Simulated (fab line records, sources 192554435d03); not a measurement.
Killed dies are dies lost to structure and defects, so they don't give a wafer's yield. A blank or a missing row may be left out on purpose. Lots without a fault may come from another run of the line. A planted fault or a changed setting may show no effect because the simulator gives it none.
Which tool did it? | flow n5_finfet | 12 lots, 36 wafers sampled, at 4 steps of a route of 1938

WHAT THE GAUGES READ, wafer by wafer
N5_BEOL_M0_SAQP_CD_MEAS_14: target cd 42.5 nm.
lot  | measured     | on        | cd_nm (nm)
L075 | day 6 00:12  | cd_sem-01 | 42.9 41.8 42.8
L077 | day 6 06:26  | cd_sem-01 | 43.0 42.6 42.3
L079 | day 6 21:24  | cd_sem-03 | 42.4 42.3 42.4
L081 | day 7 07:57  | cd_sem-02 | 42.3 42.2 42.1
L083 | day 7 23:21  | cd_sem-02 | 42.8 43.0 42.4
L085 | day 8 09:17  | cd_sem-02 | 42.3 41.8 42.4
L087 | day 8 19:13  | cd_sem-01 | 42.4 42.3 41.7
L089 | day 9 10:59  | cd_sem-01 | 43.2 42.7 42.6
L091 | day 9 20:04  | cd_sem-02 | 42.1 41.7 43.0
L093 | day 10 10:05 | cd_sem-02 | 42.4 43.0 42.3
L095 | day 10 16:11 | cd_sem-02 | 43.0 42.3 43.2
L097 | day 11 03:19 | cd_sem-03 | 42.7 42.7 42.7

WHICH TOOL RAN EACH LOT (tool, then ch and the chambers of the sampled wafers, then the start)
lot  | N5_MOL_CONTACT_COAG_ETCH_65        | N5_BEOL_M0_SAQP_ILD_DEP_01      | N5_BEOL_M0_SAQP_HM_DEP_02
L075 | rie_diel-01 ch 0,1,2, day 5 17:32  | pecvd-02 ch 1,2, day 5 22:34    | pvd_sputter-01, day 5 23:23
L077 | rie_diel-01 ch 2,3, day 5 23:36    | pecvd-01 ch 0,2, day 6 05:34    | pvd_sputter-01, day 6 05:37
L079 | rie_diel-01 ch 1,2,3, day 6 12:46  | pecvd-04 ch 0,1, day 6 19:34    | pvd_sputter-02, day 6 20:32
L081 | rie_diel-02 ch 2,3, day 7 02:05    | pecvd-01 ch 0,2, day 7 07:01    | pvd_sputter-03, day 7 07:16
L083 | rie_diel-06 ch 0,3, day 7 16:06    | pecvd-04 ch 1,2, day 7 21:04    | pvd_sputter-03, day 7 22:32
L085 | rie_diel-06 ch 0,2,3, day 8 02:41  | pecvd-02 ch 0,1, day 8 07:38    | pvd_sputter-01, day 8 08:28
L087 | rie_diel-02 ch 1,3, day 8 10:40    | pecvd-02 ch 1,2, day 8 17:25    | pvd_sputter-01, day 8 18:23
L089 | rie_diel-01 ch 1,2, day 9 03:04    | pecvd-02 ch 0,1,2, day 9 08:05  | pvd_sputter-01, day 9 10:09
L091 | rie_diel-06 ch 1,3, day 9 12:56    | pecvd-04 ch 0,1, day 9 17:55    | pvd_sputter-01, day 9 19:23
L093 | rie_diel-06 ch 0,1,3, day 10 02:08 | pecvd-04 ch 0,2, day 10 07:08   | pvd_sputter-03, day 10 09:22
L095 | rie_diel-01 ch 0,1, day 10 09:21   | pecvd-04 ch 0,2, day 10 14:19   | pvd_sputter-01, day 10 15:23
L097 | rie_diel-01 ch 1,3, day 10 20:46   | pecvd-04 ch 0,1,2, day 11 02:08 | pvd_sputter-03, day 11 02:37
- N5_MOL_CONTACT_COAG_ETCH_65: etches underlayer in N2/H2, target depth 13 nm, time 10.4 s.
- N5_BEOL_M0_SAQP_ILD_DEP_01: deposits SiOC from DEMS/O2, target thk 45.419 nm, time 8.7 s.
- N5_BEOL_M0_SAQP_HM_DEP_02: deposits TiN, target thk 12 nm.

THE ANSWER, worked out from the rows above alone
Rule: what is usual is taken from the lots themselves. Put in order of their means at a reading, lots are off if they are a third of the lots or fewer, leave a main group of 4 or more, and stand apart from it by a gap of 3 or more times the standard deviation of the main group's means; of several such gaps the widest counts. A main group whose means are all the same, to the digits that the tables above print for the reading, isn't used. A lot without any number at a reading at which 4 lots or more have one is off too. The other lots that the step has rows for count as sound.
No lot is off at any reading shown: from this, nothing can be told.

WHAT THE SIMULATOR HAD PUT IN
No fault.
